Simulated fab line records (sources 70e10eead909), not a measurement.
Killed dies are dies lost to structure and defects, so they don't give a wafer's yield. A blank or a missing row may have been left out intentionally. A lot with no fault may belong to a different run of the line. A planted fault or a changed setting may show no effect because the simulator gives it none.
The same fault as seen by 2 desks	flow nand_harc	only its own numbers are on each desk; what lay behind them is given at the end

## METROLOGY DESK
What the gauges read, lot by lot, whatever tool the lot ran on: means of the sampled wafers that have a number. Any lot whose mean is over 4 standard deviations away from the usual mean is out of limits and marked OUT; that distance is given in the brackets.
Columns: A = overlay_x_nm at NHARC_A_BONDPAD_OVL_MEAS_35, usual 0 nm; B = overlay_y_nm at NHARC_A_BONDPAD_OVL_MEAS_35, usual -1 nm
lot	first seen here	A	B
L879	day 18 01:23	-0	9
L880	day 18 06:12	7	-5
L881	day 18 06:59	-5	-4
L883	day 18 18:48	15	-14
L884	day 19 02:22	-2	-5
L886	day 19 09:45	5	2
L885	day 20 05:23	-6	9
L889	day 20 08:16	-7	-8
L892	day 20 19:08	14	-8
L899	day 22 18:46	-6	-1
L900	day 22 22:58	2	-5
L901	day 24 01:42	-3	-2
This desk found nothing out of limits on any of the 12 lots.

## TOOL OWNER'S DESK, rie_diel-10
The tool's own readings at NHARC_A_BONDPAD_ETCH_12 (etches the open film in CHF3/O2, target depth 220 nm, time 110 s): means of the sampled wafers that have a number, for each lot that ran on this tool. Any lot whose mean is over 4 standard deviations away from the usual mean is out of limits and marked OUT; that distance is given in the brackets.
Columns: A = drypump_motor_current_A at NHARC_A_BONDPAD_ETCH_12, usual 6.0 A; B = oes_product_au at NHARC_A_BONDPAD_ETCH_12, usual 0.950 a.u.; C = rf_fwd_power_W at NHARC_A_BONDPAD_ETCH_12, usual 496.6 W; D = rf_vpp_V at NHARC_A_BONDPAD_ETCH_12, usual 369.7 V; E = showerhead_plenum_p_Torr at NHARC_A_BONDPAD_ETCH_12, usual 2.36 Torr; F = throttle_valve_pct at NHARC_A_BONDPAD_ETCH_12, usual 20.572 %
lot	first seen here	A	B	C	D	E	F
L879	day 18 01:45	6.6	0.950	495.7	370.7	2.44	20.572
L883	day 18 19:06	5.6	0.976	495.7	367.7	2.26	20.571
L886	day 19 10:03	5.9	0.974	496.3	369.6	2.37	20.568
L885	day 20 05:41	6.3	0.929	496.7	369.8	2.40	20.570
L889	day 20 08:34	6.1	0.967	497.7	372.1	2.47	20.568
L892	day 20 19:26	6.1	0.919	496.9	372.0	2.47	20.561
L899	day 22 19:04	6.1	1.132 (+7.6) OUT	696.6 (+99 or more) OUT	370.3	2.40	20.569
L900	day 22 23:16	6.0	1.208 (+11) OUT	696.9 (+99 or more) OUT	369.8	2.30	20.562
L901	day 24 02:00	5.8	1.220 (+11) OUT	696.5 (+99 or more) OUT	369.5	2.37	20.570
Finding of this desk: L899, L900, L901 out of limits; the first was L899 at day 22 19:04, on oes_product_au at NHARC_A_BONDPAD_ETCH_12. L879, L883, L886, L885, L889, L892 stayed within limits.

## BROUGHT TOGETHER
The tool owner's desk could have raised an alarm at day 22 19:04, on L899, L900, L901.
Metrology desk: nothing out of limits seen.
The metrology desk holds a record of L899, L900, L901, inside its limits.
NHARC_A_BONDPAD_ETCH_12 was run on rie_diel-10 by each of the lots named.

## WHAT THE SIMULATOR HAD PUT IN
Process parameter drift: rie_diel-10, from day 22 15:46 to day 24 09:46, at NHARC_A_BONDPAD_ETCH_12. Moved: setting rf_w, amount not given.
Lots struck among those shown: L899, L900, L901.
How many hours passed from the start of the fault until each desk's first out-of-limits reading: the tool owner's desk, 3.
